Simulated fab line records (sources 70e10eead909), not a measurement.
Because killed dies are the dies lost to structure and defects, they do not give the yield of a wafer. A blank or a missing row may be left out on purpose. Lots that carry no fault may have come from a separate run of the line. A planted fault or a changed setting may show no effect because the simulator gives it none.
Matching of chambers ; flow nand-harc ; NHARC_A_STAIRCASE_DEP_156 on pecvd-01: 3 sister chambers
The step deposits SiNx, target thk 50 nm. 6 wafers are shown with their chamber, then 7 later ones without.

EACH WAFER AND ITS CHAMBER
wafer;chamber;heater-power-w (W);rf-fwd-power-W (W)
L083.2;0;820;447.2
L083.5;2;671;447.0
L085.4;1;553;449.9
L085.6;0;793;448.3
L090.1;2;551;450.3
L090.4;1;595;446.4

WAFERS WITHOUT THEIR CHAMBER
wafer;heater-power-w (W);rf-fwd-power-W (W)
L090.6;795;448.2
L092.1;623;449.2
L092.2;765;447.0
L092.6;773;446.7
L095.3;635;446.9
L095.4;814;445.2
L095.5;846;445.7

CHAMBER TAKEN BY EACH
wafer;from the rows above;in truth
L090.6;0;0
L092.1;can't be placed: 2 or 1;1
L092.2;0;0
L092.6;0;0
L095.3;can't be placed: 2 or 1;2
L095.4;0;0
L095.5;0;0
Correct placement for 5 of the 7. From these rows, 2 cannot be placed; in 2 the true chamber is one of the candidates. 0 placed wrongly.
How it was worked out, from the rows above alone: a wafer's distance from a chamber is the root of the sum, over the readings, of the square of ((its reading less the chamber's mean) divided by the reading's scatter). The wafer belongs to the nearest chamber; if the next one is less than 2 further off, it can't be placed. For every chamber, the mean is computed from those of its wafers that are shown. How the scatter is found: for the shown wafers, subtract from each reading the mean of its chamber, square and add these, divide the total by (wafers less chambers), then take the root.
